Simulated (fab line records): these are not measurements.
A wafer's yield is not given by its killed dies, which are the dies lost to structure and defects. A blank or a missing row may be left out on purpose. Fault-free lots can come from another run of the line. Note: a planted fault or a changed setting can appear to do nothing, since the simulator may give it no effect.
fab line records	flow n5Finfet
record: lots: 7	wafers: 21
route steps=1938 shown WELL_APT@21 FIN_SAQP@100 DUMMY_GATE@224 SD_EPI_N@288 SD_EPI_P@321 SD_ACTIVATION@330 HKMG_FIN@403 GATE_CUT@469 MOL_CONTACT_COAG@531
startH: the number of hours between the record's first day and the start of the first shown wafer of the lot	waitH: hours since the lot's step before	" unchanged from the row above	L1.1+2: several wafers, shown together as one row	- value missing, or start not given	* or withheld: withheld	< > ~ a bound
route shown NAME@n: a module of which the file shows steps, and the number in the route of the first	usual: average and standard deviation across the fault-free wafers	same: alike in all rows	chamber/n: place in a boat	sites: the reading at each site	_std_site: standard deviation of those values	_edge_site: inner sites' mean taken away from outer sites' mean	radiusMm: for every site, how far away it sits from the centre of the wafer	mask NAME#n: copy n	behind: the most recent tool/chamber to have shaped the wafer	hold: why the lot was held/for how many hours/how that ended	device: whichever transistor did not switch (one of n, p or np)	end of line: the same wafers' tests at the end of the route	step lacking rows: just its recipe	killed: count of dies lost to structure and defects at first sort (not the wafer's yield)	map: dies across one wafer; x = killed, . = not, _ = none there
set.NAME: the setting that was run; set.NAME@STEP: the one run at that earlier step	model.NAME: the simulator's own value behind a step, which no gauge read
lots run with intentionally changed settings; tables by step, rows by wafer
== steps ==
step: N5_WELL_APT_COAT_02
recipe: spinRpm: 1357	resistThkNm: 950
lot.wafer	tool	chamber	startH	waitH	set.spinRpm	model.coat_of_WELL_APT_COAT_02.thkNm
L079.3	lithoTrack-03	0	-	-	1422	927.8
L079.5	"	0	"	"	1422	929.1
L079.6	"	0	"	"	1357	950.4
L086.2	lithoTrack-04	0	-	-	1357	952.3
L086.3	"	0	"	"	1357	948.5
L086.6	"	0	"	"	1357	949.7
L088.2	lithoTrack-01	0	-	-	1357	949.8
L088.4	"	0	"	"	1357	952.5
L088.6	"	0	"	"	1357	948.3
L091.1	lithoTrack-04	0	-	-	1509	901.4
L091.4	"	0	"	"	1509	900.2
L091.6	"	0	"	"	1509	902.1
L092.1	lithoTrack-03	0	-	-	1357	953.7
L092.3	"	0	"	"	1409	936.3
L092.6	"	0	"	"	1409	934.4
L095.2	lithoTrack-03	0	-	-	1357	952.4
L095.4	"	0	"	"	1268	982.1
L095.5	"	0	"	"	1357	952.6
L097.3	lithoTrack-04	0	-	-	1357	945.7
L097.4	"	0	"	"	1264	981.8
L097.5	"	0	"	"	1264	982.6
step: N5_WELL_APT_COAT_19
recipe: spinRpm: 1357	resistThkNm: 950
lot.wafer	tool	chamber	startH	waitH	set.spinRpm	model.coat_of_WELL_APT_COAT_19.thkNm
L079.3	lithoTrack-01	0	-	-	1408	933.8
L079.5	"	0	"	"	1357	949.8
L079.6	"	0	"	"	1408	935
L086.2	lithoTrack-03	0	-	-	1482	905.9
L086.3	"	0	"	"	1357	944.7
L086.6	"	0	"	"	1482	906.2
L088.2	lithoTrack-03	0	-	-	1357	953.7
L088.4	"	0	"	"	1357	951.4
L088.6	"	0	"	"	1357	950.8
L091.1	lithoTrack-04	0	-	-	1357	950.5
L091.4	"	0	"	"	1507	902.2
L091.6	"	0	"	"	1357	949.7
L092.1+6	lithoTrack-04	0	-	-	1357	947.5
L092.3	"	0	"	"	1357	946.3
L095.2	lithoTrack-03	0	-	-	1357	956.9
L095.4	"	0	"	"	1357	954.4
L095.5	"	0	"	"	1357	949.8
L097.3	lithoTrack-01	0	-	-	1357	945.7
L097.4	"	0	"	"	1284	976
L097.5	"	0	"	"	1357	950.4
step: N5_FIN_SAQP_PECVD_06
recipe: material: a-Si	targetThkA: 600	tempC: 400	precursor: SiH4/He	pressureTorr: 3	rfW: 100	timeS: 48.1
lot.wafer	tool	chamber	startH	waitH	set.timeS	model.a-Si_of_FIN_SAQP_PECVD_06.thkNm
L079.3	pecvd-04	1	51.08	0.0	51.77	63.24
L079.5	"	0	"	"	51.77	63.91
L079.6	"	1	"	"	48.1	59.17
L086.2	pecvd-02	0	94.16	0.0	52.04	65.45
L086.3	"	2	"	"	48.1	61.31
L086.6	"	1	"	"	52.04	67.36
L088.2	pecvd-04	0	106.39	0.0	48.1	60.29
L088.4	"	2	"	"	48.1	59.72
L088.6	"	0	"	"	48.1	59.96
L091.1	pecvd-04	1	123.30	0.0	45.02	54.75
L091.4	"	0	"	"	48.1	60.4
L091.6	"	2	"	"	48.1	60.47
L092.1	pecvd-04	1	129.67	0.0	48.1	58.81
L092.3	"	2	"	"	52.35	63.94
L092.6	"	1	"	"	48.1	59.37
L095.2	pecvd-04	0	146.98	0.0	54.89	68.28
L095.4	"	0	"	"	48.1	60.13
L095.5	"	2	"	"	48.1	60.25
L097.3	pecvd-04	1	158.74	0.0	48.1	58.01
L097.4	"	0	"	"	48.1	60.21
L097.5	"	1	"	"	48.1	59.39
step: N5_FIN_SAQP_THK_MEAS_07
usual: thkNm: 59.9/0.93
lot.wafer	tool	chamber	startH	waitH	set.timeS@FIN_SAQP_PECVD_06	thkNm
L079.3	filmMetro-01	-	51.17	0.1	51.77	63.2
L079.5	"	-	"	"	51.77	63.9
L079.6	"	-	"	"	48.1	59.2
L086.2	filmMetro-01	-	94.25	0.1	52.04	65.5
L086.3	"	-	"	"	48.1	61.3
L086.6	"	-	"	"	52.04	67.4
L088.2	filmMetro-02	-	106.48	0.1	48.1	60.3
L088.4	"	-	"	"	48.1	59.7
L088.6	"	-	"	"	48.1	60.0
L091.1	filmMetro-01	-	123.39	0.1	45.02	54.8
L091.4	"	-	"	"	48.1	60.4
L091.6	"	-	"	"	48.1	60.5
L092.1	filmMetro-01	-	129.76	0.1	48.1	58.8
L092.3	"	-	"	"	52.35	63.9
L092.6	"	-	"	"	48.1	59.4
L095.2	filmMetro-02	-	147.07	0.1	54.89	68.3
L095.4	"	-	"	"	48.1	60.1
L095.5	"	-	"	"	48.1	60.3
L097.3	filmMetro-02	-	158.83	0.1	48.1	58.0
L097.4	"	-	"	"	48.1	60.2
L097.5	"	-	"	"	48.1	59.4
step: N5_FIN_SAQP_PEB_14
recipe: pebTempC: withheld	pebTimeS: 60	resist: CAR-ArF
lot.wafer	tool	chamber	startH	waitH	set.pebTimeS
L079.3+5+6	lithoTrack-05	0	51.59	0.0	60
L086.2+3+6	lithoTrack-05	0	94.55	0.0	60
L088.2+4+6	lithoTrack-04	0	106.92	0.1	60
L091.1+4	lithoTrack-04	0	123.83	0.1	69.33
L091.6	"	0	"	"	60
L092.1+3	lithoTrack-04	0	130.05	0.1	60
L092.6	"	0	"	"	47.85
L095.2+4+5	lithoTrack-05	0	147.49	0.1	60
L097.3+4+5	lithoTrack-03	0	159.25	0.0	60
step: N5_FIN_SAQP_DEVELOP_15
recipe: developTimeS: 30	developer: TMAH	resist: CAR-ArF	devTempC: 23	rinseLiquid: diw	dry: airSpin
step: N5_FIN_SAQP_CD_MEAS_16
recipe: targetCdNm: 35.6	landingEnergyEv: 500	detector: seInlens
usual: cdNm: 35.5/0.34
lot.wafer	tool	chamber	startH	waitH	set.pebTimeS@FIN_SAQP_PEB_14	cdNm
L079.3	cdSem-03	0	51.66	-	60	35.5
L079.5	"	0	"	"	60	34.9
L079.6	"	0	"	"	60	35.6
L086.2	cdSem-03	0	94.62	-	60	35.6
L086.3	"	0	"	"	60	35.6
L086.6	"	0	"	"	60	35.6
L088.2	cdSem-03	0	106.98	-	60	35.4
L088.4	"	0	"	"	60	35.5
L088.6	"	0	"	"	60	35.9
L091.1	cdSem-03	0	123.90	-	69.33	34.2
L091.4	"	0	"	"	69.33	33.6
L091.6	"	0	"	"	60	35.6
L092.1	cdSem-02	0	130.12	-	60	35.7
L092.3	"	0	"	"	60	35.6
L092.6	"	0	"	"	47.85	38.3
L095.2	cdSem-01	0	147.56	-	60	35.4
L095.4	"	0	"	"	60	35.2
L095.5	"	0	"	"	60	35.9
L097.3	cdSem-01	0	159.32	-	60	35.3
L097.4	"	0	"	"	60	34.7
L097.5	"	0	"	"	60	35.3
step: N5_FIN_SAQP_HM_OPEN_73
recipe: chemistry: CHF3/O2	target: SiO2	stopOn: a-Si	targetDepthA: 120	overEtchFrac: 1.8	maskMaterial: SOC	timeS: 16.8	pressureMtorr: 30	sourceW: 650	biasW: 170	Ar_flow_sccm: 200	CHF3_flow_sccm: 50	O2_flow_sccm: 5	ionEnergyEv: 200	ends: endPoint
step: N5_FIN_SAQP_STRIP_74
recipe: chemistry: CHF3/O2	resist: SiARC	rfFrequencyHz: 6e+07
step: N5_FIN_SAQP_MANDREL_ETCH_22
recipe: targetDepthA: 600	chemistry: HBr/Cl2	target: a-Si	stopOn: SiNx	btTimeS: 10	overEtchFrac: 0.5	timeS: 30	pressureMtorr: 10	icpW: 800	biasW: 75	HBr_flow_sccm: 150	Cl2_flow_sccm: 80	ends: endPoint
lot.wafer	tool	chamber	startH	waitH	set.timeS@FIN_SAQP_PECVD_06	model.etch.depthNm
L079.3	rieSi-03	1	52.03	0.0	51.77	63.24
L079.5	"	0	"	"	51.77	63.91
L079.6	"	3	"	"	48.1	59.17
L086.2	rieSi-02	0	94.99	0.0	52.04	65.43
L086.3	"	1	"	"	48.1	61.31
L086.6	"	1	"	"	52.04	67.31
L088.2	rieSi-05	2	107.37	0.0	48.1	60.19
L088.4	"	0	"	"	48.1	59.62
L088.6	"	3	"	"	48.1	59.84
L091.1	rieSi-05	1	124.51	0.0	45.02	54.69
L091.4	"	2	"	"	48.1	60.4
L091.6	"	1	"	"	48.1	60.41
L092.1	rieSi-03	2	130.59	0.0	48.1	58.69
L092.3	"	3	"	"	52.35	63.94
L092.6	"	0	"	"	48.1	59.37
L095.2	rieSi-05	0	147.94	0.0	54.89	68.28
L095.4	"	3	"	"	48.1	60.13
L095.5	"	0	"	"	48.1	60.24
L097.3	rieSi-02	3	159.70	0.0	48.1	58.01
L097.4	"	0	"	"	48.1	60.21
L097.5	"	3	"	"	48.1	59.39
step: N5_FIN_SAQP_STRIP_55
recipe: chemistry: N2/H2	powerW: 500	tempC: 40	pressureMtorr: 50	rfFrequencyHz: 6e+07	overashFraction: 0.3	biasPowerW: 28	h2Frac: 0.5	n2FlowSccm: 300	h2FlowSccm: 300
step: N5_FIN_SAQP_STRIP_23
recipe: chemistry: SPM	timeS: 750	tempC: 130	h2so4H2o2VolRatio: 4
step: N5_FIN_SAQP_SRD_66
recipe: dry: ipaMarangoni	timeS: 30	tempC: 23	rinseLiquid: diw
step: N5_FIN_SAQP_RECESS_75
recipe: chemistry: HF/NH3	target: SiO2	targetDepthA: 144	afsCycles: 3	tempC: 30	sublimationTempC: 180	sublimationTimeS: 60
step: N5_FIN_SAQP_SPACER1_ALD_24
recipe: material: SiO2	targetThkA: 203	tempC: 300	aldPrecursorFamily: BDEAS	aldCoReactant: O2-plasma	pulseTimeS: 1	purgeTimeS: 2	coReactantPurgeTimeS: 2	aldCycles: 218	pressureTorr: 2
lot.wafer	tool	chamber	startH	waitH	set.timeS@FIN_SAQP_PECVD_06	model.a-Si_of_FIN_SAQP_PECVD_06.thkNm
L079.3	aldSin-02	0	53.76	1.0	51.77	63
L079.5	"	1	"	"	51.77	63.8
L079.6	"	2	"	"	48.1	59
L086.2	aldSin-03	0	96.64	0.9	52.04	65.2
L086.3	"	1	"	"	48.1	61.2
L086.6	"	2	"	"	52.04	67.2
L088.2	aldSin-03	1	108.18	0.3	48.1	60
L088.4	"	0	"	"	48.1	59.4
L088.6	"	0	"	"	48.1	59.6
L091.1	aldSin-03	2	125.78	0.3	45.02	54.6
L091.4+6	"	1,3	"	"	48.1	60.2
L092.1	aldSin-02	3	131.75	0.6	48.1	58.6
L092.3	"	2	"	"	52.35	63.8
L092.6	"	3	"	"	48.1	59.2
L095.2	aldSin-02	2	148.75	0.3	54.89	68
L095.4+5	"	0,1	"	"	48.1	60
L097.3	aldSin-01	2	160.61	0.2	48.1	57.8
L097.4	"	3	"	"	48.1	60
L097.5	"	3	"	"	48.1	59.2
step: N5_DUMMY_GATE_COAT_28
recipe: resist: underlayer	tempC: 205	timeS: 60	spinRpm: 1500	resistThkNm: 10
lot.wafer	tool	chamber	startH	waitH	set.spinRpm	model.underlayer_of_DUMMY_GATE_COAT_28.thkNm
L079.3+5+6	lithoTrack-05	0	-	-	1500	10
L086.2+6	lithoTrack-02	0	-	-	1442	10.2
L086.3	"	0	"	"	1500	10
L088.2+4+6	lithoTrack-04	0	-	-	1500	10
L091.1+4+6	lithoTrack-02	0	-	-	1500	10
L092.1+3	lithoTrack-04	0	-	-	1500	10
L092.6	"	0	"	"	1382	10.4
L095.2+4	lithoTrack-05	0	-	-	1500	10
L095.5	"	0	"	"	1425	10.4
L097.3+5	lithoTrack-05	0	-	-	1500	10
L097.4	"	0	"	"	1646	9.6
step: N5_SD_EPI_N_EPI_21
recipe: material: Si:P	dopant: P	tempC: 680	pressureTorr: 255	timeS: 690
lot.wafer	tool	chamber	startH	waitH	set.epiGrowthTimeS	model.Si-P_of_SD_EPI_N_EPI_21.thkNm
L079.3+6	epiRpcvd-03	0	82.89	0.9	620.2	55
L079.5	"	0	"	"	690	58.2
L086.2	epiRpcvd-01	0	127.30	0.4	690	57.6
L086.3	"	0	"	"	690	57.8
L086.6	"	0	"	"	690	58
L088.2	epiRpcvd-03	0	136.41	0.4	690	60.2
L088.4	"	0	"	"	690	59.6
L088.6	"	0	"	"	690	60
L091.1	epiRpcvd-01	0	154.33	0.1	664.2	56.2
L091.4	"	0	"	"	690	57.8
L091.6	"	0	"	"	664.2	56.4
L092.1	epiRpcvd-02	0	157.49	0.1	690	59
L092.3	"	0	"	"	690	59.6
L092.6	"	0	"	"	690	60.4
L095.2	epiRpcvd-03	0	176.68	0.4	690	58.8
L095.4	"	0	"	"	690	58.2
L095.5	"	0	"	"	736.2	61.6
L097.3+4	epiRpcvd-02	0	188.13	0.7	690	58.6
L097.5	"	0	"	"	655.2	57
step: N5_SD_EPI_N_PRECLEAN_24
recipe: chemistry: O3/DIW	timeS: 60	tempC: 22	o3Ppm: 10
step: N5_SD_EPI_P_EPI_21
recipe: material: SiGe:B	dopant: B	tempC: 550	pressureTorr: 20	ambient: H2	timeS: 355
step: N5_SD_EPI_P_HM_STRIP_48
recipe: chemistry: H3PO4	tempC: 160	material: SiNx	target: SiNx	targetDepthA: 30	overetchFraction: 0.3
lot.wafer	tool	chamber	startH	waitH	set.epiGrowthTimeS@SD_EPI_N_EPI_21	model.Si-P_of_SD_EPI_N_EPI_21.thkNm
L079.3+6	wetBench-04	0,2	89.05	0.0	620.2	54.4
L079.5	"	1	"	"	690	57.6
L086.2	wetBench-01	0	133.68	0.0	690	57
L086.3+6	"	1,2	"	"	690	57.2
L088.2	wetBench-04	0	142.57	0.0	690	59.6
L088.4	"	7	"	"	690	59
L088.6	"	2	"	"	690	59.2
L091.1	wetBench-04	1	160.68	0.0	664.2	55.6
L091.4	"	0	"	"	690	57
L091.6	"	7	"	"	664.2	55.8
L092.1	wetBench-01	6	164.46	0.0	690	58.4
L092.3	"	0	"	"	690	58.8
L092.6	"	7	"	"	690	59.8
L095.2	wetBench-05	7	182.73	0.0	690	58.2
L095.4	"	3	"	"	690	57.6
L095.5	"	6	"	"	736.2	61
L097.3+4	wetBench-05	4,3	194.26	0.0	690	58
L097.5	"	2	"	"	655.2	56.4
step: N5_SD_EPI_P_SRD_49
recipe: dry: ipaMarangoni	timeS: 30	tempC: 23	rinseLiquid: diw
step: N5_SD_EPI_P_PRECLEAN_24
recipe: chemistry: O3/DIW	timeS: 45	tempC: 22	o3Ppm: 10
step: N5_SD_ACTIVATION_RTA_00
recipe: tempC: 975	timeS: 0	ambient: N2	idleTempC: 600	rampUpCPerS: 150	rampDownCPerS: 60	coolToC: 600
step: N5_SD_ACTIVATION_LSA_01
recipe: tempC: 1080	timeS: 0.0008	ambient: N2
step: N5_SD_ACTIVATION_RS_MEAS_03
recipe: thkMeasGauge: four-point-probe
usual: RS_SD_N: 21.95/0.29	RS_SD_P: 56.4/0.84
lot.wafer	tool	chamber	startH	waitH	set.epiGrowthTimeS@SD_EPI_N_EPI_21	RS_SD_N[ohm/sq]	RS_SD_P[ohm/sq]
L079.3	filmMetro-02	-	89.66	0.2	620.2	23.38	57.6
L079.5	"	-	"	"	690	22.27	56.5
L079.6	"	-	"	"	620.2	23.41	57.2
L086.2	filmMetro-01	-	134.27	0.2	690	22.73	55.3
L086.3	"	-	"	"	690	22.58	55.0
L086.6	"	-	"	"	690	22.44	55.0
L088.2	filmMetro-01	-	143.19	0.2	690	21.70	56.1
L088.4	"	-	"	"	690	21.67	55.7
L088.6	"	-	"	"	690	21.57	55.9
L091.1	filmMetro-02	-	161.36	0.2	664.2	22.95	56.2
L091.4	"	-	"	"	690	22.21	56.6
L091.6	"	-	"	"	664.2	22.82	56.4
L092.1	filmMetro-02	-	165.03	0.2	690	21.82	56.1
L092.3	"	-	"	"	690	21.59	55.6
L092.6	"	-	"	"	690	21.45	55.4
L095.2	filmMetro-02	-	183.45	0.2	690	21.94	55.6
L095.4	"	-	"	"	690	22.16	56.2
L095.5	"	-	"	"	736.2	21.04	55.7
L097.3	filmMetro-01	-	194.87	0.2	690	21.78	56.1
L097.4	"	-	"	"	690	21.91	56.1
L097.5	"	-	"	"	655.2	22.39	56.3
step: N5_HKMG_FIN_ETCH_55
recipe: chemistry: N2/H2	target: SOC	targetDepthA: 2400	tempC: 40	timeS: 300	ionEnergyEv: 200	maskMaterial: SiARC	pressureMtorr: 30	sourceW: 840	biasW: 150	n2FlowSccm: 200	h2FlowSccm: 200
lot.wafer	tool	chamber	startH	waitH	set.timeS	model.HKMG_FIN.featureDepthNm	model.etch.depthNm
L079.3	rieDiel-04	2	103.37	0.0	300	240.2	240.1
L079.5	"	3	"	"	341.5	267.4	267.4
L079.6	"	0	"	"	300	237.4	237.4
L086.2	rieDiel-05	2	147.26	0.0	317.6	247.6	247.5
L086.3	"	3	"	"	300	242	241.9
L086.6	"	1	"	"	317.6	240.8	240.7
L088.2	rieDiel-04	2	156.71	0.0	300	238.6	238.6
L088.4	"	0	"	"	300	246.8	246.9
L088.6	"	1	"	"	300	245.6	245.6
L091.1	rieDiel-05	3	175.24	0.0	360	293.4	293.5
L091.4	"	2	"	"	300	231.4	231.4
L091.6	"	2	"	"	360	276.6	276.6
L092.1	rieDiel-04	1	179.63	0.0	300	245.4	245.5
L092.3	"	2	"	"	300	236	235.9
L092.6	"	2	"	"	300	236.8	236.9
L095.2	rieDiel-03	2	196.55	0.0	300	243.2	243.1
L095.4	"	0	"	"	300	246.6	246.5
L095.5	"	1	"	"	300	251.2	251.2
L097.3	rieDiel-04	2	209.77	0.0	282.1	231	231
L097.4	"	3	"	"	282.1	218.4	218.4
L097.5	"	2	"	"	300	244.2	244.2
step: N5_HKMG_FIN_ETCH_58
recipe: chemistry: N2/H2	target: SOC	targetDepthA: 2158	ionEnergyEv: 50	biasW: 13	timeS: 741	pressureMtorr: 30	sourceW: 875	n2FlowSccm: 200	h2FlowSccm: 200
usual: rfVppV: 99.0/0.91
lot.wafer	tool	chamber	startH	waitH	set.sourceW	rfVppV	model.HKMG_FIN.featureDepthNm	model.etch.depthNm	model.SOC_of_HKMG_FIN_COAT_41.thkNm
L079.3	rieDiel-04	2	103.58	0.0	875	97.0	214.4	214.3	85.8
L079.5	"	3	"	"	875	99.4	214.2	214.2	85.2
L079.6	"	0	"	"	875	98.8	215.6	215.5	83.6
L086.2	rieDiel-05	2	147.47	0.0	875	98.7	210	210	91.2
L086.3	"	3	"	"	875	99.8	218.6	218.6	82.4
L086.6	"	1	"	"	1021	93.7	234.2	234.3	67
L088.2	rieDiel-04	2	156.92	0.0	875	98.4	215	215	86
L088.4	"	0	"	"	875	98.4	222.4	222.5	78.6
L088.6	"	1	"	"	875	100.9	220	220	80.8
L091.1	rieDiel-05	3	175.45	0.0	875	99.2	217.2	217.2	81.8
L091.4	"	2	"	"	875	99.5	207	206.9	92.6
L091.6	"	2	"	"	875	100.5	205.2	205.1	94.6
L092.1	rieDiel-04	1	179.85	0.0	875	100.5	217.8	217.9	82.4
L092.3	"	2	"	"	875	98.2	211.4	211.5	89.8
L092.6	"	2	"	"	875	99.9	211.2	211.1	89.2
L095.2	rieDiel-03	2	196.76	0.0	875	98.5	215.4	215.3	84.8
L095.4	"	0	"	"	875	98.4	218.6	218.7	82.6
L095.5	"	1	"	"	1026	94.0	252	252	48.6
L097.3	rieDiel-04	2	209.98	0.0	807.2	102.7	205.6	205.5	93.8
L097.4	"	3	"	"	807.2	103.0	195.2	195.1	104.8
L097.5	"	2	"	"	807.2	103.0	206.6	206.5	93.6
step: N5_GATE_CUT_ETCH_58
recipe: chemistry: CH3F/O2	target: SiNx	targetDepthA: 170	timeS: 128.6	ionEnergyEv: 50	pressureMtorr: 30	sourceW: 415	biasW: 21	Ar_flow_sccm: 150	CH3F_flow_sccm: 30	O2_flow_sccm: 20
usual: rfVppV: 99.4/0.97
lot.wafer	tool	chamber	startH	waitH	set.sourceW	rfVppV
L079.3	rieDiel-06	3	111.58	0.0	415	100.0
L079.5	"	0	"	"	346.5	106.5
L079.6	"	1	"	"	346.5	105.3
L086.2	rieDiel-06	3	155.63	0.0	415	100.1
L086.3	"	1	"	"	415	100.1
L086.6	"	3	"	"	415	98.9
L088.2	rieDiel-06	0	164.87	0.1	415	99.8
L088.4	"	2	"	"	415	98.9
L088.6	"	0	"	"	415	98.4
L091.1	rieDiel-01	1	183.57	0.1	415	98.8
L091.4	"	0	"	"	415	100.8
L091.6	"	0	"	"	346.5	105.6
L092.1	rieDiel-06	2	187.81	0.1	415	99.7
L092.3	"	1	"	"	487.4	94.0
L092.6	"	2	"	"	487.4	93.6
L095.2	rieDiel-02	1	204.70	0.1	353.6	104.3
L095.4	"	1	"	"	415	99.5
L095.5	"	0	"	"	353.6	105.2
L097.3	rieDiel-01	0	217.84	0.0	363.4	104.5
L097.4	"	2	"	"	415	98.5
L097.5	"	0	"	"	415	99.5
step: N5_MOL_CONTACT_COAG_ETCH_105
recipe: chemistry: CF4	target: SiARC	targetDepthA: 156	maskMaterial: CAR-EUV	timeS: 26	ionEnergyEv: 80	pressureMtorr: 40	sourceW: 545	biasW: 36	Ar_flow_sccm: 100	cf4FlowSccm: 100	ends: cleared
usual: rfVppV: 184.1/1.1
lot.wafer	tool	chamber	startH	waitH	set.biasW	rfVppV
L079.3	rieDiel-05	3	120.14	0.0	40.34	199.0
L079.5	"	3	"	"	36	185.0
L079.6	"	2	"	"	36	183.7
L086.2	rieDiel-04	2	163.39	0.0	36	182.6
L086.3	"	3	"	"	42.06	203.9
L086.6	"	3	"	"	36	184.9
L088.2	rieDiel-05	1	173.09	0.0	36	184.0
L088.4	"	3	"	"	36	183.4
L088.6	"	1	"	"	36	182.7
L091.1	rieDiel-03	0	191.64	0.0	29.72	163.2
L091.4	"	1	"	"	29.72	162.0
L091.6	"	2	"	"	36	182.6
L092.1	rieDiel-05	0	196.92	0.0	36	184.3
L092.3	"	3	"	"	41.04	201.7
L092.6	"	3	"	"	41.04	202.2
L095.2	rieDiel-05	2	213.68	0.0	36	185.5
L095.4	"	3	"	"	31.13	168.6
L095.5	"	3	"	"	31.13	168.6
L097.3	rieDiel-04	0	225.75	0.0	36	184.5
L097.4	"	2	"	"	36	185.7
L097.5	"	3	"	"	36	185.1
== key ==
split: step: N5_WELL_APT_COAT_02	setting: spinRpm	stated: 1357	by: wafer
response: step: N5_WELL_APT_COAT_02	reading: model.coat_of_WELL_APT_COAT_02.thkNm	change: -4.86	per: 1%	r: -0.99
split: step: N5_WELL_APT_COAT_19	setting: spinRpm	stated: 1357	by: wafer
response: step: N5_WELL_APT_COAT_19	reading: model.coat_of_WELL_APT_COAT_19.thkNm	change: -4.37	per: 1%	r: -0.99
split: step: N5_FIN_SAQP_PECVD_06	setting: timeS	stated: 48.1	by: wafer
response: step: N5_FIN_SAQP_PECVD_06	reading: model.a-Si_of_FIN_SAQP_PECVD_06.thkNm	change: +0.606	per: 1%	r: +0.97
response: step: N5_FIN_SAQP_THK_MEAS_07	reading: thkNm	change: *	per: 1%	r: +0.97
response: step: N5_FIN_SAQP_MANDREL_ETCH_22	reading: model.etch.depthNm	change: +0.607	per: 1%	r: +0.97
response: step: N5_FIN_SAQP_SPACER1_ALD_24	reading: model.a-Si_of_FIN_SAQP_PECVD_06.thkNm	change: +0.601	per: 1%	r: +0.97
split: step: N5_FIN_SAQP_PEB_14	setting: pebTimeS	stated: 60	by: wafer
response: step: N5_FIN_SAQP_CD_MEAS_16	reading: cdNm	change: -0.125	per: 1%	r: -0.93
split: step: N5_DUMMY_GATE_COAT_28	setting: spinRpm	stated: 1500	by: wafer
response: step: N5_DUMMY_GATE_COAT_28	reading: model.underlayer_of_DUMMY_GATE_COAT_28.thkNm	change: -0.0499	per: 1%	r: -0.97
split: step: N5_SD_EPI_N_EPI_21	setting: epiGrowthTimeS	stated: 690	by: wafer
response: step: N5_SD_EPI_N_EPI_21	reading: model.Si-P_of_SD_EPI_N_EPI_21.thkNm	change: +0.358	per: 1%	r: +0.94
response: step: N5_SD_EPI_P_HM_STRIP_48	reading: model.Si-P_of_SD_EPI_N_EPI_21.thkNm	change: +0.354	per: 1%	r: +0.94
response: step: N5_SD_ACTIVATION_RS_MEAS_03	reading: RS_SD_N	change: -0.125	per: 1%	r: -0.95
split: step: N5_HKMG_FIN_ETCH_55	setting: timeS	stated: 300	by: wafer
response: step: N5_HKMG_FIN_ETCH_55	reading: model.HKMG_FIN.featureDepthNm	change: +2.41	per: 1%	r: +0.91
response: step: N5_HKMG_FIN_ETCH_55	reading: model.etch.depthNm	change: +2.41	per: 1%	r: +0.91
split: step: N5_HKMG_FIN_ETCH_58	setting: sourceW	stated: 875	by: wafer
response: step: N5_HKMG_FIN_ETCH_58	reading: rfVppV	change: -0.297	per: 1%	r: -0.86
response: step: N5_HKMG_FIN_ETCH_58	reading: model.HKMG_FIN.featureDepthNm	change: +1.62	per: 1%	r: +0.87
response: step: N5_HKMG_FIN_ETCH_58	reading: model.etch.depthNm	change: +1.63	per: 1%	r: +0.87
response: step: N5_HKMG_FIN_ETCH_58	reading: model.SOC_of_HKMG_FIN_COAT_41.thkNm	change: -1.62	per: 1%	r: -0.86
split: step: N5_GATE_CUT_ETCH_58	setting: sourceW	stated: 415	by: wafer
response: step: N5_GATE_CUT_ETCH_58	reading: rfVppV	change: -0.361	per: 1%	r: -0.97
split: step: N5_MOL_CONTACT_COAG_ETCH_105	setting: biasW	stated: 36	by: wafer
response: step: N5_MOL_CONTACT_COAG_ETCH_105	reading: rfVppV	change: +1.2	per: 1%	r: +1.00
